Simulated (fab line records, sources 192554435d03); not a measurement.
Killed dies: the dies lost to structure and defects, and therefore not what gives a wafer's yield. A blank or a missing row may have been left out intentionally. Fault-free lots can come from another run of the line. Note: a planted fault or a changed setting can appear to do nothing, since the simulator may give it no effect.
The tool behind it: which one? ; flow n5-finfet ; 20 wafers sampled from 7 lots at 1 step of a route of 1938

== WHAT THE GAUGES SHOWED, per wafer ==
N5_BEOL_M1_RS_MEAS_58: measures by four-point-probe.
lot;measured;on;M1_RS (ohm/sq)
L408;day 7 01:00;film-metro-02;0.70 0.66 0.62
L415;day 8 16:26;film-metro-02;0.76 0.74
L416;day 8 20:13;film-metro-02;0.69 0.70 0.74
L425;day 11 07:17;film-metro-01;0.66 0.65 0.61
L426;day 11 18:55;film-metro-01;0.62 0.64 0.65
L429;day 12 12:29;film-metro-01;0.70 0.68 0.64
L431;day 12 18:36;film-metro-01;0.69 0.68 0.65

== TOOL THAT RAN EACH LOT (tool first, then ch and the chambers of the sampled wafers, then the start) ==
Record: no process step prior to these readings.

== THE ANSWER, worked out from the rows above alone ==
Rule: usual is defined by the lots themselves. Put in order of their means at a reading, lots are off if they are a third of the lots or fewer, leave a main group of 4 or more, and stand apart from it by a gap of 3 or more times the standard deviation of the main group's means; of several such gaps the widest counts. Not used: any main group whose means are identical at the precision the tables above print for the reading. A lot without any number at a reading at which 4 lots or more have one is off too. All remaining lots with rows at the step are treated as sound.
Nothing can be told from this: no lot is off at any reading shown.

== WHAT WAS PUT IN BY THE SIMULATOR ==
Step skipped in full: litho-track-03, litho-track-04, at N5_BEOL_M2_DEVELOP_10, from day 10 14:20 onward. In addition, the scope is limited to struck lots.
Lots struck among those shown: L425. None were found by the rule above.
